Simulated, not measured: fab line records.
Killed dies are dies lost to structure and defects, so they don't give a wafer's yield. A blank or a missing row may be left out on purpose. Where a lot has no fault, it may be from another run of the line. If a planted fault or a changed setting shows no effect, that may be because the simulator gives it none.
Split-lot experiment || flow n5_finfet || route with 1938 steps; 7 lots, 39 wafers read

SPLIT DETAILS
At N5_FIN_CUT_CUT_ETCH_26 (etches SiNx in CH3F/O2, target depth 39 nm, time 55.7 s), the setting target_depth_a was moved away from the recipe's 390 angstrom on 18 of the 39 wafers read, by -10.9% to +8.8%. All remaining wafers had this setting at the recipe value.

The reading comes from the split's own step.

THE READING
etch.depth_nm (the simulator's own value, which no gauge read), in nm, at N5_FIN_CUT_CUT_ETCH_26 (etches SiNx in CH3F/O2, target depth 39 nm, time 55.7 s). The file gives no usual value for it. Here, 21 wafers ran the recipe; their average is 39.12 nm with a standard deviation of 0.59 nm.

{"wafer": "L075.1", "tool, chamber at the split": "rie_diel-01, 2", "target_depth_a as run, angstrom": 390, "against the recipe": "recipe", "etch.depth_nm, nm": 39.2, "against lot-mates on the recipe": "-"}
{"wafer": "L075.2", "tool, chamber at the split": "rie_diel-01, 1", "target_depth_a as run, angstrom": 390, "against the recipe": "recipe", "etch.depth_nm, nm": 39.85, "against lot-mates on the recipe": "-"}
{"wafer": "L075.3", "tool, chamber at the split": "rie_diel-01, 0", "target_depth_a as run, angstrom": 347.6, "against the recipe": "-10.9%", "etch.depth_nm, nm": 34.17, "against lot-mates on the recipe": -5.52}
{"wafer": "L075.4", "tool, chamber at the split": "rie_diel-01, 3", "target_depth_a as run, angstrom": 390, "against the recipe": "recipe", "etch.depth_nm, nm": 40.02, "against lot-mates on the recipe": "-"}
{"wafer": "L075.5", "tool, chamber at the split": "rie_diel-01, 3", "target_depth_a as run, angstrom": 347.6, "against the recipe": "-10.9%", "etch.depth_nm, nm": 35.31, "against lot-mates on the recipe": -4.38}
{"wafer": "L075.6", "tool, chamber at the split": "rie_diel-01, 2", "target_depth_a as run, angstrom": 347.6, "against the recipe": "-10.9%", "etch.depth_nm, nm": 34.53, "against lot-mates on the recipe": -5.16}
{"wafer": "L076.1", "tool, chamber at the split": "rie_diel-01, 2", "target_depth_a as run, angstrom": 423.6, "against the recipe": "+8.6%", "etch.depth_nm, nm": 41.44, "against lot-mates on the recipe": "+2.20"}
{"wafer": "L076.2", "tool, chamber at the split": "rie_diel-01, 0", "target_depth_a as run, angstrom": 423.6, "against the recipe": "+8.6%", "etch.depth_nm, nm": 41.33, "against lot-mates on the recipe": "+2.09"}
{"wafer": "L076.3", "tool, chamber at the split": "rie_diel-01, 1", "target_depth_a as run, angstrom": 390, "against the recipe": "recipe", "etch.depth_nm, nm": 39.7, "against lot-mates on the recipe": "-"}
{"wafer": "L076.4", "tool, chamber at the split": "rie_diel-01, 3", "target_depth_a as run, angstrom": 390, "against the recipe": "recipe", "etch.depth_nm, nm": 39.45, "against lot-mates on the recipe": "-"}
{"wafer": "L076.5", "tool, chamber at the split": "rie_diel-01, 3", "target_depth_a as run, angstrom": 423.6, "against the recipe": "+8.6%", "etch.depth_nm, nm": 43.04, "against lot-mates on the recipe": "+3.80"}
{"wafer": "L076.6", "tool, chamber at the split": "rie_diel-01, 2", "target_depth_a as run, angstrom": 390, "against the recipe": "recipe", "etch.depth_nm, nm": 38.56, "against lot-mates on the recipe": "-"}
{"wafer": "L086.1", "tool, chamber at the split": "rie_diel-06, 2", "target_depth_a as run, angstrom": 390, "against the recipe": "recipe", "etch.depth_nm, nm": 39.47, "against lot-mates on the recipe": "-"}
{"wafer": "L086.2", "tool, chamber at the split": "rie_diel-06, 1", "target_depth_a as run, angstrom": 424, "against the recipe": "+8.7%", "etch.depth_nm, nm": 42.22, "against lot-mates on the recipe": "+2.82"}
{"wafer": "L086.3", "tool, chamber at the split": "rie_diel-06, 3", "target_depth_a as run, angstrom": 424, "against the recipe": "+8.7%", "etch.depth_nm, nm": 42.69, "against lot-mates on the recipe": "+3.29"}
{"wafer": "L086.4", "tool, chamber at the split": "rie_diel-06, 0", "target_depth_a as run, angstrom": 390, "against the recipe": "recipe", "etch.depth_nm, nm": 39.2, "against lot-mates on the recipe": "-"}
{"wafer": "L086.5", "tool, chamber at the split": "rie_diel-06, 3", "target_depth_a as run, angstrom": 424, "against the recipe": "+8.7%", "etch.depth_nm, nm": 43.44, "against lot-mates on the recipe": "+4.04"}
{"wafer": "L086.6", "tool, chamber at the split": "rie_diel-06, 2", "target_depth_a as run, angstrom": 390, "against the recipe": "recipe", "etch.depth_nm, nm": 39.54, "against lot-mates on the recipe": "-"}
{"wafer": "L089.1", "tool, chamber at the split": "rie_diel-03, 0", "target_depth_a as run, angstrom": 390, "against the recipe": "recipe", "etch.depth_nm, nm": 38.84, "against lot-mates on the recipe": "-"}
{"wafer": "L089.2", "tool, chamber at the split": "rie_diel-03, 1", "target_depth_a as run, angstrom": 360.1, "against the recipe": "-7.7%", "etch.depth_nm, nm": 34.95, "against lot-mates on the recipe": -3.34}
{"wafer": "L089.3", "tool, chamber at the split": "rie_diel-03, 3", "target_depth_a as run, angstrom": 360.1, "against the recipe": "-7.7%", "etch.depth_nm, nm": 36.48, "against lot-mates on the recipe": -1.81}
{"wafer": "L089.4", "tool, chamber at the split": "rie_diel-03, 2", "target_depth_a as run, angstrom": 390, "against the recipe": "recipe", "etch.depth_nm, nm": 37.71, "against lot-mates on the recipe": "-"}
{"wafer": "L089.5", "tool, chamber at the split": "rie_diel-03, 1", "target_depth_a as run, angstrom": 360.1, "against the recipe": "-7.7%", "etch.depth_nm, nm": 34.92, "against lot-mates on the recipe": -3.37}
{"wafer": "L089.6", "tool, chamber at the split": "rie_diel-03, 0", "target_depth_a as run, angstrom": 390, "against the recipe": "recipe", "etch.depth_nm, nm": 38.33, "against lot-mates on the recipe": "-"}
{"wafer": "L091.1", "tool, chamber at the split": "rie_diel-01, 1", "target_depth_a as run, angstrom": 359.9, "against the recipe": "-7.7%", "etch.depth_nm, nm": 36.63, "against lot-mates on the recipe": -2.84}
{"wafer": "L091.2", "tool, chamber at the split": "rie_diel-01, 3", "target_depth_a as run, angstrom": 390, "against the recipe": "recipe", "etch.depth_nm, nm": 39.54, "against lot-mates on the recipe": "-"}
{"wafer": "L091.3", "tool, chamber at the split": "rie_diel-01, 0", "target_depth_a as run, angstrom": 359.9, "against the recipe": "-7.7%", "etch.depth_nm, nm": 34.82, "against lot-mates on the recipe": -4.65}
{"wafer": "L091.4", "tool, chamber at the split": "rie_diel-01, 3", "target_depth_a as run, angstrom": 390, "against the recipe": "recipe", "etch.depth_nm, nm": 39.29, "against lot-mates on the recipe": "-"}
{"wafer": "L091.5", "tool, chamber at the split": "rie_diel-01, 0", "target_depth_a as run, angstrom": 359.9, "against the recipe": "-7.7%", "etch.depth_nm, nm": 34.89, "against lot-mates on the recipe": -4.58}
{"wafer": "L091.6", "tool, chamber at the split": "rie_diel-01, 1", "target_depth_a as run, angstrom": 390, "against the recipe": "recipe", "etch.depth_nm, nm": 39.58, "against lot-mates on the recipe": "-"}
{"wafer": "L092.1", "tool, chamber at the split": "rie_diel-03, 3", "target_depth_a as run, angstrom": 390, "against the recipe": "recipe", "etch.depth_nm, nm": 39.56, "against lot-mates on the recipe": "-"}
{"wafer": "L092.2", "tool, chamber at the split": "rie_diel-03, 1", "target_depth_a as run, angstrom": 424.2, "against the recipe": "+8.8%", "etch.depth_nm, nm": 41.38, "against lot-mates on the recipe": "+2.65"}
{"wafer": "L092.3", "tool, chamber at the split": "rie_diel-03, 0", "target_depth_a as run, angstrom": 424.2, "against the recipe": "+8.8%", "etch.depth_nm, nm": 41.91, "against lot-mates on the recipe": "+3.18"}
{"wafer": "L092.4", "tool, chamber at the split": "rie_diel-03, 2", "target_depth_a as run, angstrom": 424.2, "against the recipe": "+8.8%", "etch.depth_nm, nm": 41.14, "against lot-mates on the recipe": "+2.41"}
{"wafer": "L092.5", "tool, chamber at the split": "rie_diel-03, 0", "target_depth_a as run, angstrom": 390, "against the recipe": "recipe", "etch.depth_nm, nm": 38.61, "against lot-mates on the recipe": "-"}
{"wafer": "L092.6", "tool, chamber at the split": "rie_diel-03, 1", "target_depth_a as run, angstrom": 390, "against the recipe": "recipe", "etch.depth_nm, nm": 38.02, "against lot-mates on the recipe": "-"}
{"wafer": "L093.1", "tool, chamber at the split": "rie_diel-06, 2,1", "target_depth_a as run, angstrom": 390, "against the recipe": "recipe", "etch.depth_nm, nm": 38.93, "against lot-mates on the recipe": "-"}
{"wafer": "L093.2", "tool, chamber at the split": "rie_diel-06, 2,1", "target_depth_a as run, angstrom": 390, "against the recipe": "recipe", "etch.depth_nm, nm": 38.93, "against lot-mates on the recipe": "-"}
{"wafer": "L093.5", "tool, chamber at the split": "rie_diel-06, 2", "target_depth_a as run, angstrom": 390, "against the recipe": "recipe", "etch.depth_nm, nm": 39.12, "against lot-mates on the recipe": "-"}
The file does not say which wafer passed through which chamber wherever a row lists several chambers: such a row stands for several wafers.

FIT RESULTS
A straight line over all 39 wafers: etch.depth_nm changes by +0.392 nm for each +1% of target_depth_a; r = +0.96; the points scatter about the line by 0.73 nm.
The same after taking each lot's own level away (the mean of its wafers on the recipe; 39 wafers): +0.397 nm for each +1%; r = +0.97; scatter 0.65 nm.
Per that fit: largest target_depth_a move, reading shift of 4.3 nm.
From 38.293 to 39.690 nm: that is the span of the lots' own levels, equal to 2.4 times the standard deviation above.
So the lot-to-lot level changes the slope little: the two slopes agree.
Check: for one of the wafers moved furthest among these (-10.9%), held out of the fit, the line's prediction against its lot-mates is -4.43 nm. It came out at -5.52 nm against them.

THE FILE'S OWN FIT
etch.depth_nm changes by +0.397 nm for each +1% of target_depth_a, r = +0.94.
